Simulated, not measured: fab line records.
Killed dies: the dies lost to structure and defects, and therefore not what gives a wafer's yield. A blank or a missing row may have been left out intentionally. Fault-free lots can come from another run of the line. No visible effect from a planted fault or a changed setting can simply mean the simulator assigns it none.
Problem report in the 8D (eight disciplines) form, filled by code | flow n5_finfet | the parts of the form that need people (team, actions taken, sign-off) are left out
Where a reading is given only as a bound, like >300, the bound stands for it, and a mean or a difference that rests on one is marked > or <: the true number lies beyond.

1. THE PROBLEM
raw_defect_count at N5_PASSIVATION_INSPECT_61 reads a mean of >300 on 6 wafers of 2 lots; wafers without a fault read 2.0 with a standard deviation of 1.4. So: +99 or more standard deviations from the usual mean.
The step: inspects for defects (macro).
First seen on wafer L916.2, day 13 20:54, on defect_inspect-02. The record holds 12 wafers of 4 lots with a number at this step. Rule for "out" (also "out of limits"): further than 4 standard deviations from the usual mean. The other wafers with a number count as sound.

2. WHAT IT IS, WHAT IT ISN'T
question                    | is                                   | is not
which readings at this step | raw_defect_count                     | -
which lots                  | L916, L919                           | L910, L927
which wafers of those lots  | all that have a number               | -
read on which gauges        | defect_inspect-01, defect_inspect-02 | -
when                        | from day 13 20:54                    | up to then (3 sound wafers); but 3 sound wafers of L927 came after

3. SUSPECTS, AND WHAT RULES EACH OUT
Counting: a tool stays on the suspect list if, at a process step up to the reading, it processed all lots that are out and no sound lot following the first of them.
- the gauge at N5_PASSIVATION_INSPECT_61: ruled out. Those wafers that are out were read across 2 gauges (defect_inspect-01, defect_inspect-02).
- pecvd-01 at N5_PASSIVATION_PECVD_55 (deposits SiO2 from SiH4/N2O, target thk 400 nm, time 22.5 s): kept. All lots that are out passed through it, beginning with L916 at day 13 20:23, and no sound lot followed; its final sound lot before that point was L910 at day 12 00:53.
After counting, what remains is pecvd-01 at N5_PASSIVATION_PECVD_55.

4. THE CAUSE (what the simulator had put in)
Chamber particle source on pecvd-01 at N5_PASSIVATION_PECVD_55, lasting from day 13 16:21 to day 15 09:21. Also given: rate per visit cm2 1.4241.
Only this tool survived the counting.

5. THE CHAIN OF EFFECTS, in route order
One row per reading whose mean, taken over the struck wafers that have a number, lies over 3 standard deviations from the usual. Only readings for which the record gives a usual standard deviation are gone through. hours: the time from each lot's start at the first step in this table that gives one to its start at this step, as a median over the lots. sigmas: the change in usual standard deviations.
hours | step                      | reading              | usual  | on struck wafers | change | sigmas
0     | N5_PASSIVATION_INSPECT_61 | raw_defect_count     | 2.0    | >300             | >+298  | +99 or more
7     | N5_PASSIVATION_PROBE_49   | defect_limited_yield | 91.3 % | 80.6             | -10.7  | -7.1
7     | N5_PASSIVATION_PROBE_49   | killed_at_other      | 3.7    | 129.5            | +125.8 | +45
7     | N5_PASSIVATION_PROBE_49   | killed_dies          | 103    | 229              | +126   | +7.4
7     | N5_PASSIVATION_PROBE_49   | sort_bin_5_function  | 5.0 %  | 11.9             | +6.9   | +7.1
7     | N5_PASSIVATION_PROBE_49   | sort_n_pass          | 1077   | 951              | -126   | -7.4
7     | N5_PASSIVATION_PROBE_49   | sort_yield_pct       | 91.3 % | 80.6             | -10.7  | -7.1
Process steps it contains:
- N5_PASSIVATION_PROBE_49

6. WHAT WOULD HAVE CAUGHT IT SOONER
In this record the first reading out of limits at a measuring or inspecting step was taken at day 13 20:54, 5 hours after the fault began at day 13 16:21.
No tool reading at N5_PASSIVATION_PECVD_55 that has a usual standard deviation in the record was out on any struck wafer, so an alarm limit of 4 standard deviations on those readings would not have fired.
Among the 2 lots that are out, L919 began N5_PASSIVATION_PECVD_55 on pecvd-01 after day 13 20:54. Putting the tool on hold at that point would have spared it.
